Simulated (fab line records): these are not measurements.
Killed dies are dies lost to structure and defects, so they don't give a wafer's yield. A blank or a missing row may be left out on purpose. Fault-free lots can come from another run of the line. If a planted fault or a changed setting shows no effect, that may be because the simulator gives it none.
Chamber matching || flow nandHarc || NHARC_P_STI_ETCH_42 on rieDiel-10: 4 sister chambers
The step etches the open film in N2/H2, target depth 80 nm, overetch 24 nm, time 61 s. 14 wafers are shown with their chamber, then 7 later ones without.

## WAFERS, EACH WITH ITS CHAMBER
{"wafer": "L121.1", "chamber": 1, "drypumpMotorCurrentA (A)": 5.5, "rfVppV (V)": 434.6, "oesProductAu (a.u.)": 1.002}
{"wafer": "L121.2", "chamber": 3, "drypumpMotorCurrentA (A)": 5.8, "rfVppV (V)": 432.6, "oesProductAu (a.u.)": 1.013}
{"wafer": "L121.5", "chamber": 2, "drypumpMotorCurrentA (A)": 5.9, "rfVppV (V)": 431.1, "oesProductAu (a.u.)": 0.990}
{"wafer": "L122.1", "chamber": 0, "drypumpMotorCurrentA (A)": 6.2, "rfVppV (V)": 428.7, "oesProductAu (a.u.)": 1.007}
{"wafer": "L122.2", "chamber": 1, "drypumpMotorCurrentA (A)": 5.4, "rfVppV (V)": 435.8, "oesProductAu (a.u.)": 1.005}
{"wafer": "L122.3", "chamber": 3, "drypumpMotorCurrentA (A)": 5.8, "rfVppV (V)": 433.6, "oesProductAu (a.u.)": 1.005}
{"wafer": "L124.2", "chamber": 2, "drypumpMotorCurrentA (A)": 5.9, "rfVppV (V)": 430.1, "oesProductAu (a.u.)": 1.013}
{"wafer": "L124.5", "chamber": 2, "drypumpMotorCurrentA (A)": 5.9, "rfVppV (V)": 429.4, "oesProductAu (a.u.)": 1.016}
{"wafer": "L124.6", "chamber": 1, "drypumpMotorCurrentA (A)": 5.4, "rfVppV (V)": 434.5, "oesProductAu (a.u.)": 1.001}
{"wafer": "L125.1", "chamber": 0, "drypumpMotorCurrentA (A)": 6.1, "rfVppV (V)": 427.5, "oesProductAu (a.u.)": 0.994}
{"wafer": "L125.5", "chamber": 2, "drypumpMotorCurrentA (A)": 5.9, "rfVppV (V)": 430.6, "oesProductAu (a.u.)": 1.004}
{"wafer": "L125.6", "chamber": 1, "drypumpMotorCurrentA (A)": 5.4, "rfVppV (V)": 434.0, "oesProductAu (a.u.)": 0.995}
{"wafer": "L126.3", "chamber": 2, "drypumpMotorCurrentA (A)": 5.9, "rfVppV (V)": 431.8, "oesProductAu (a.u.)": 0.999}
{"wafer": "L126.4", "chamber": 0, "drypumpMotorCurrentA (A)": 6.2, "rfVppV (V)": 428.9, "oesProductAu (a.u.)": 0.978}

SIGNATURES (averages over the wafers above)
{"reading": "drypumpMotorCurrentA", "chamber 0": 6.167, "chamber 1": 5.425, "chamber 2": 5.900, "chamber 3": 5.800, "scatter within a chamber": 0.0376}
{"reading": "rfVppV", "chamber 0": 428.367, "chamber 1": 434.725, "chamber 2": 430.600, "chamber 3": 433.100, "scatter within a chamber": 0.823}
{"reading": "oesProductAu", "chamber 0": 0.99300, "chamber 1": 1.00075, "chamber 2": 1.00440, "chamber 3": 1.00900, "scatter within a chamber": 0.00976}
Rule: distance of a wafer from a chamber = root of the sum over the readings of ((wafer's reading minus chamber's mean) / reading's scatter) squared. If the next closest chamber is less than 2 further off than the closest, the wafer can't be placed; otherwise it belongs to the closest. How the scatter is found: for the shown wafers, subtract from each reading the mean of its chamber, square and add these, divide the total by (wafers less chambers), then take the root.

## WAFERS MISSING THEIR CHAMBER
{"wafer": "L126.6", "drypumpMotorCurrentA (A)": 5.4, "rfVppV (V)": 433.3, "oesProductAu (a.u.)": 1.006}
{"wafer": "L127.2", "drypumpMotorCurrentA (A)": 5.4, "rfVppV (V)": 435.1, "oesProductAu (a.u.)": 1.011}
{"wafer": "L127.3", "drypumpMotorCurrentA (A)": 5.9, "rfVppV (V)": 430.4, "oesProductAu (a.u.)": 1.001}
{"wafer": "L127.6", "drypumpMotorCurrentA (A)": 5.9, "rfVppV (V)": 430.3, "oesProductAu (a.u.)": 0.996}
{"wafer": "L134.1", "drypumpMotorCurrentA (A)": 5.9, "rfVppV (V)": 428.0, "oesProductAu (a.u.)": 0.997}
{"wafer": "L134.3", "drypumpMotorCurrentA (A)": 5.4, "rfVppV (V)": 433.7, "oesProductAu (a.u.)": 1.007}
{"wafer": "L134.4", "drypumpMotorCurrentA (A)": 6.2, "rfVppV (V)": 426.8, "oesProductAu (a.u.)": 0.978}

## EACH ONE'S CHAMBER
{"wafer": "L126.6", "from the rows above": 1, "in truth": 1}
{"wafer": "L127.2", "from the rows above": 1, "in truth": 1}
{"wafer": "L127.3", "from the rows above": 2, "in truth": 2}
{"wafer": "L127.6", "from the rows above": 2, "in truth": 2}
{"wafer": "L134.1", "from the rows above": 2, "in truth": 2}
{"wafer": "L134.3", "from the rows above": 1, "in truth": 1}
{"wafer": "L134.4", "from the rows above": 0, "in truth": 0}
Correct placement for 7 of the 7. Can't be placed from these rows: 0. 0 placed wrongly.
